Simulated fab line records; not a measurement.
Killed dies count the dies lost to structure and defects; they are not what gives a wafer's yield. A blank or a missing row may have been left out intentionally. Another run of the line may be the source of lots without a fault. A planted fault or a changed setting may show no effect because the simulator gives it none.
The tool behind it: which one? :: flow nandHarc :: Sampling: 24 lots, 72 wafers, 4 of 1302 route steps

## WHAT THE GAUGES READ, wafer by wafer
NHARC_P_CONTACT_CD_MEAS_19.
lot: L074
measured: day 6 02:43
on: cdSem-01
cdNm (nm): 88.7 88.2 90.1

lot: L076
measured: day 6 14:22
on: cdSem-03
cdNm (nm): 92.3 90.7 91.5

lot: L075
measured: day 6 14:50
on: cdSem-03
cdNm (nm): 87.8 89.2 91.1

lot: L077
measured: day 7 04:46
on: cdSem-01
cdNm (nm): 91.1 87.3 90.4

lot: L078
measured: day 7 18:49
on: cdSem-03
cdNm (nm): 89.9 89.3 88.8

lot: L079
measured: day 7 23:36
on: cdSem-02
cdNm (nm): 89.0 92.0 88.1

lot: L081
measured: day 8 15:35
on: cdSem-01
cdNm (nm): 88.7 87.5 89.9

lot: L080
measured: day 8 16:22
on: cdSem-03
cdNm (nm): 88.9 89.8 91.9

lot: L082
measured: day 9 13:30
on: cdSem-02
cdNm (nm): 89.8 91.2 91.9

lot: L083
measured: day 9 14:54
on: cdSem-01
cdNm (nm): 89.1 88.1 91.8

lot: L084
measured: day 10 06:14
on: cdSem-03
cdNm (nm): 89.8 92.2 90.1

lot: L085
measured: day 10 10:15
on: cdSem-01
cdNm (nm): 89.1 91.7 90.0

lot: L086
measured: day 10 20:46
on: cdSem-02
cdNm (nm): 91.4 93.1 91.9

lot: L088
measured: day 12 03:25
on: cdSem-03
cdNm (nm): 89.0 91.7 88.6

lot: L087
measured: day 12 04:01
on: cdSem-02
cdNm (nm): 88.9 89.1 91.0

lot: L089
measured: day 12 12:49
on: cdSem-02
cdNm (nm): 90.8 90.6 90.8

lot: L090
measured: day 12 18:10
on: cdSem-01
cdNm (nm): 90.3 90.5 89.3

lot: L091
measured: day 13 06:44
on: cdSem-03
cdNm (nm): 90.1 87.8 90.2

lot: L092
measured: day 13 11:38
on: cdSem-02
cdNm (nm): 90.4 88.5 89.2

lot: L093
measured: day 13 21:27
on: cdSem-01
cdNm (nm): 88.8 91.4 88.5

lot: L094
measured: day 14 09:46
on: cdSem-01
cdNm (nm): 89.4 86.9 90.2

lot: L095
measured: day 14 20:01
on: cdSem-01
cdNm (nm): 90.2 94.5 93.5

lot: L096
measured: day 15 05:13
on: cdSem-01
cdNm (nm): 90.2 88.8 91.2

lot: L097
measured: day 15 11:49
on: cdSem-03
cdNm (nm): 87.6 88.6 88.9

NHARC_P_M0_INSPECT_27.
lot: L074
measured: day 6 08:21
on: defectInspect-02
rawDefectCount: 381 208 244

lot: L076
measured: day 6 20:11
on: defectInspect-02
rawDefectCount: 315 249 376

lot: L075
measured: day 6 20:52
on: defectInspect-02
rawDefectCount: 250 243 201

lot: L077
measured: day 7 10:26
on: defectInspect-01
rawDefectCount: 286 241 281

lot: L078
measured: day 8 00:34
on: defectInspect-01
rawDefectCount: 230 322 224

lot: L079
measured: day 8 05:26
on: defectInspect-01
rawDefectCount: 383 358 267

lot: L081
measured: day 8 21:23
on: defectInspect-02
rawDefectCount: 223 252 155

lot: L080
measured: day 8 22:09
on: defectInspect-02
rawDefectCount: 216 166 168

lot: L082
measured: day 9 19:10
on: defectInspect-02
rawDefectCount: 448 269 474

lot: L083
measured: day 9 20:35
on: defectInspect-01
rawDefectCount: 218 360 274

lot: L084
measured: day 10 11:55
on: defectInspect-01
rawDefectCount: 352 285 220

lot: L085
measured: day 10 15:53
on: defectInspect-02
rawDefectCount: 144 204 152

lot: L086
measured: day 11 02:32
on: defectInspect-02
rawDefectCount: 427 284 205

lot: L088
measured: day 12 09:11
on: defectInspect-02
rawDefectCount: 518 822 343

lot: L087
measured: day 12 10:23
on: defectInspect-01
rawDefectCount: 159 310 249

lot: L089
measured: day 12 18:37
on: defectInspect-01
rawDefectCount: 318 284 304

lot: L090
measured: day 12 23:56
on: defectInspect-01
rawDefectCount: 224 113 308

lot: L091
measured: day 13 12:31
on: defectInspect-02
rawDefectCount: 316 252 317

lot: L092
measured: day 13 17:29
on: defectInspect-01
rawDefectCount: 169 252 163

lot: L093
measured: day 14 03:15
on: defectInspect-02
rawDefectCount: 374 266 234

lot: L094
measured: day 14 15:31
on: defectInspect-02
rawDefectCount: 236 300 268

lot: L095
measured: day 15 01:47
on: defectInspect-02
rawDefectCount: 586 261 297

lot: L096
measured: day 15 10:59
on: defectInspect-01
rawDefectCount: 313 357 281

lot: L097
measured: day 15 17:49
on: defectInspect-01
rawDefectCount: 357 464 352

NHARC_P_M1_CD_MEAS_09: the cd target is 130 nm.
lot: L074
measured: day 6 09:43
on: cdSem-02
cdNm (nm): 130.0 130.2 130.4

lot: L076
measured: day 6 21:28
on: cdSem-02
cdNm (nm): 129.8 130.1 129.8

lot: L075
measured: day 6 22:14
on: cdSem-02
cdNm (nm): 129.0 129.3 129.6

lot: L077
measured: day 7 11:49
on: cdSem-02
cdNm (nm): 129.3 128.5 129.2

lot: L078
measured: day 8 01:49
on: cdSem-03
cdNm (nm): 129.9 130.4 129.8

lot: L079
measured: day 8 06:43
on: cdSem-02
cdNm (nm): 130.6 130.0 130.4

lot: L081
measured: day 8 22:46
on: cdSem-03
cdNm (nm): 130.5 130.7 130.7

lot: L080
measured: day 8 23:38
on: cdSem-02
cdNm (nm): 130.5 130.3 130.1

lot: L082
measured: day 9 20:26
on: cdSem-02
cdNm (nm): 129.3 129.3 129.9

lot: L083
measured: day 9 21:59
on: cdSem-02
cdNm (nm): 130.5 130.1 131.1

lot: L084
measured: day 10 13:19
on: cdSem-01
cdNm (nm): 130.5 129.7 130.2

lot: L085
measured: day 10 17:16
on: cdSem-01
cdNm (nm): 129.3 130.2 129.3

lot: L086
measured: day 11 03:56
on: cdSem-01
cdNm (nm): 129.5 129.4 129.5

lot: L088
measured: day 12 10:46
on: cdSem-03
cdNm (nm): 129.9 129.1 130.2

lot: L087
measured: day 12 11:45
on: cdSem-02
cdNm (nm): 129.3 129.3 128.9

lot: L089
measured: day 12 20:01
on: cdSem-02
cdNm (nm): 129.6 130.1 129.6

lot: L090
measured: day 13 01:19
on: cdSem-03
cdNm (nm): 130.5 130.8 131.1

lot: L091
measured: day 13 13:49
on: cdSem-01
cdNm (nm): 129.1 129.7 129.5

lot: L092
measured: day 13 18:53
on: cdSem-01
cdNm (nm): 129.4 129.2 129.7

lot: L093
measured: day 14 04:39
on: cdSem-01
cdNm (nm): 130.3 130.4 130.1

lot: L094
measured: day 14 16:55
on: cdSem-02
cdNm (nm): 130.4 130.4 130.2

lot: L095
measured: day 15 03:22
on: cdSem-03
cdNm (nm): 129.6 129.8 128.7

lot: L096
measured: day 15 12:33
on: cdSem-01
cdNm (nm): 129.9 129.9 129.5

lot: L097
measured: day 15 19:12
on: cdSem-02
cdNm (nm): 129.4 129.7 130.2

## EACH LOT AND THE TOOL THAT RAN IT (in order: tool; ch and the chambers of the sampled wafers; start)
lot: L074
NHARC_P_CONTACT_CVD_23: cvdW-01 ch 0,1, day 6 08:21 or earlier

lot: L076
NHARC_P_CONTACT_CVD_23: cvdW-02 ch 0,1, day 6 20:11 or earlier

lot: L075
NHARC_P_CONTACT_CVD_23: cvdW-01 ch 0,1, day 6 20:52 or earlier

lot: L077
NHARC_P_CONTACT_CVD_23: cvdW-01 ch 0,1, day 7 10:26 or earlier

lot: L078
NHARC_P_CONTACT_CVD_23: cvdW-01 ch 0,1, day 8 00:34 or earlier

lot: L079
NHARC_P_CONTACT_CVD_23: cvdW-01 ch 0,1, day 8 05:26 or earlier

lot: L081
NHARC_P_CONTACT_CVD_23: cvdW-02 ch 0,1, day 8 21:23 or earlier

lot: L080
NHARC_P_CONTACT_CVD_23: cvdW-02 ch 0,1, day 8 22:09 or earlier

lot: L082
NHARC_P_CONTACT_CVD_23: cvdW-02 ch 0,1, day 9 19:10 or earlier

lot: L083
NHARC_P_CONTACT_CVD_23: cvdW-02 ch 0,1, day 9 20:35 or earlier

lot: L084
NHARC_P_CONTACT_CVD_23: cvdW-02 ch 0,1, day 10 11:55 or earlier

lot: L085
NHARC_P_CONTACT_CVD_23: cvdW-02 ch 0,1, day 10 15:53 or earlier

lot: L086
NHARC_P_CONTACT_CVD_23: cvdW-02 ch 0,1, day 11 02:32 or earlier

lot: L088
NHARC_P_CONTACT_CVD_23: cvdW-02 ch 0,1, day 12 09:11 or earlier

lot: L087
NHARC_P_CONTACT_CVD_23: cvdW-01 ch 0,1, day 12 10:23 or earlier

lot: L089
NHARC_P_CONTACT_CVD_23: cvdW-01 ch 0,1, day 12 18:37 or earlier

lot: L090
NHARC_P_CONTACT_CVD_23: cvdW-01 ch 0, day 12 23:56 or earlier

lot: L091
NHARC_P_CONTACT_CVD_23: cvdW-01 ch 0,1, day 13 12:31 or earlier

lot: L092
NHARC_P_CONTACT_CVD_23: cvdW-01 ch 0,1, day 13 17:29 or earlier

lot: L093
NHARC_P_CONTACT_CVD_23: cvdW-02 ch 0,1, day 14 03:15 or earlier

lot: L094
NHARC_P_CONTACT_CVD_23: cvdW-01 ch 0,1, day 14 15:31 or earlier

lot: L095
NHARC_P_CONTACT_CVD_23: cvdW-02 ch 0,1, day 15 01:47 or earlier

lot: L096
NHARC_P_CONTACT_CVD_23: cvdW-01 ch 0,1, day 15 10:59 or earlier

lot: L097
NHARC_P_CONTACT_CVD_23: cvdW-02 ch 0,1, day 15 17:49 or earlier
- NHARC_P_CONTACT_CVD_23: deposits W, target thk 200 nm, time 557 s.

## WHAT THE TOOLS THEMSELVES READ (means of the sampled wafers that have a number; where no wafer has one, the mark that the record gives instead)
NHARC_P_CONTACT_CVD_23.
lot: L074
tool: cvdW-01
heaterPowerW (W): 444
mfcArSccm (sccm): 1562
mfcWf6Sccm (sccm): 40.04
throttleValvePct (%): 7.8

lot: L076
tool: cvdW-02
heaterPowerW (W): 462
mfcArSccm (sccm): 1562
mfcWf6Sccm (sccm): 39.96
throttleValvePct (%): 7.9

lot: L075
tool: cvdW-01
heaterPowerW (W): 455
mfcArSccm (sccm): 1560
mfcWf6Sccm (sccm): 40.08
throttleValvePct (%): 7.9

lot: L077
tool: cvdW-01
heaterPowerW (W): 441
mfcArSccm (sccm): 1555
mfcWf6Sccm (sccm): 40.02
throttleValvePct (%): 7.8

lot: L078
tool: cvdW-01
heaterPowerW (W): 449
mfcArSccm (sccm): 1555
mfcWf6Sccm (sccm): 40.05
throttleValvePct (%): 7.7

lot: L079
tool: cvdW-01
heaterPowerW (W): 460
mfcArSccm (sccm): 1562
mfcWf6Sccm (sccm): 40.00
throttleValvePct (%): 7.9

lot: L081
tool: cvdW-02
heaterPowerW (W): 472
mfcArSccm (sccm): 1558
mfcWf6Sccm (sccm): 39.95
throttleValvePct (%): 7.8

lot: L080
tool: cvdW-02
heaterPowerW (W): 445
mfcArSccm (sccm): 1557
mfcWf6Sccm (sccm): 39.93
throttleValvePct (%): 8.1

lot: L082
tool: cvdW-02
heaterPowerW (W): 459
mfcArSccm (sccm): 1560
mfcWf6Sccm (sccm): 40.01
throttleValvePct (%): 8.0

lot: L083
tool: cvdW-02
heaterPowerW (W): 450
mfcArSccm (sccm): 1564
mfcWf6Sccm (sccm): 39.97
throttleValvePct (%): 8.2

lot: L084
tool: cvdW-02
heaterPowerW (W): 476
mfcArSccm (sccm): 1568
mfcWf6Sccm (sccm): 40.03
throttleValvePct (%): 7.7

lot: L085
tool: cvdW-02
heaterPowerW (W): 463
mfcArSccm (sccm): 1561
mfcWf6Sccm (sccm): 40.06
throttleValvePct (%): 7.8

lot: L086
tool: cvdW-02
heaterPowerW (W): 474
mfcArSccm (sccm): 1555
mfcWf6Sccm (sccm): 39.87
throttleValvePct (%): 7.7

lot: L088
tool: cvdW-02
heaterPowerW (W): 458
mfcArSccm (sccm): 1558
mfcWf6Sccm (sccm): 40.09
throttleValvePct (%): 8.0

lot: L087
tool: cvdW-01
heaterPowerW (W): 429
mfcArSccm (sccm): 1555
mfcWf6Sccm (sccm): 40.02
throttleValvePct (%): 7.5

lot: L089
tool: cvdW-01
heaterPowerW (W): 455
mfcArSccm (sccm): 1564
mfcWf6Sccm (sccm): 40.03
throttleValvePct (%): 8.0

lot: L090
tool: cvdW-01
heaterPowerW (W): 417
mfcArSccm (sccm): 1555
mfcWf6Sccm (sccm): 40.13
throttleValvePct (%): 7.4

lot: L091
tool: cvdW-01
heaterPowerW (W): 435
mfcArSccm (sccm): 1560
mfcWf6Sccm (sccm): 40.06
throttleValvePct (%): 7.7

lot: L092
tool: cvdW-01
heaterPowerW (W): 431
mfcArSccm (sccm): 1558
mfcWf6Sccm (sccm): 39.91
throttleValvePct (%): 7.7

lot: L093
tool: cvdW-02
heaterPowerW (W): 450
mfcArSccm (sccm): 1554
mfcWf6Sccm (sccm): 40.07
throttleValvePct (%): 7.9

lot: L094
tool: cvdW-01
heaterPowerW (W): 455
mfcArSccm (sccm): 1558
mfcWf6Sccm (sccm): 40.00
throttleValvePct (%): 7.9

lot: L095
tool: cvdW-02
heaterPowerW (W): 443
mfcArSccm (sccm): 1558
mfcWf6Sccm (sccm): 40.00
throttleValvePct (%): 8.1

lot: L096
tool: cvdW-01
heaterPowerW (W): 465
mfcArSccm (sccm): 1567
mfcWf6Sccm (sccm): 40.02
throttleValvePct (%): 8.0

lot: L097
tool: cvdW-02
heaterPowerW (W): 446
mfcArSccm (sccm): 1563
mfcWf6Sccm (sccm): 39.92
throttleValvePct (%): 8.0

## THE ANSWER, worked out from the rows above alone
Rule: the usual values come from the lots themselves. Put in order of their means at a reading, lots are off if they are a third of the lots or fewer, leave a main group of 4 or more, and stand apart from it by a gap of 3 or more times the standard deviation of the main group's means; of several such gaps the widest counts. Not used: any main group whose means are identical at the precision the tables above print for the reading. Also off: a lot with no number at a reading for which 4 or more lots have one. Any other lot the step has rows for is counted as sound. First the gauges in route order, then the tools' own readings, where a lot's mean is used as printed above. At the first step where some lot is off, the reading lying furthest off is the one used; lots without a number count as furthest.
Across all readings shown, no lot is off: no conclusion can be drawn from this.

## WHAT THE SIMULATOR PUT IN
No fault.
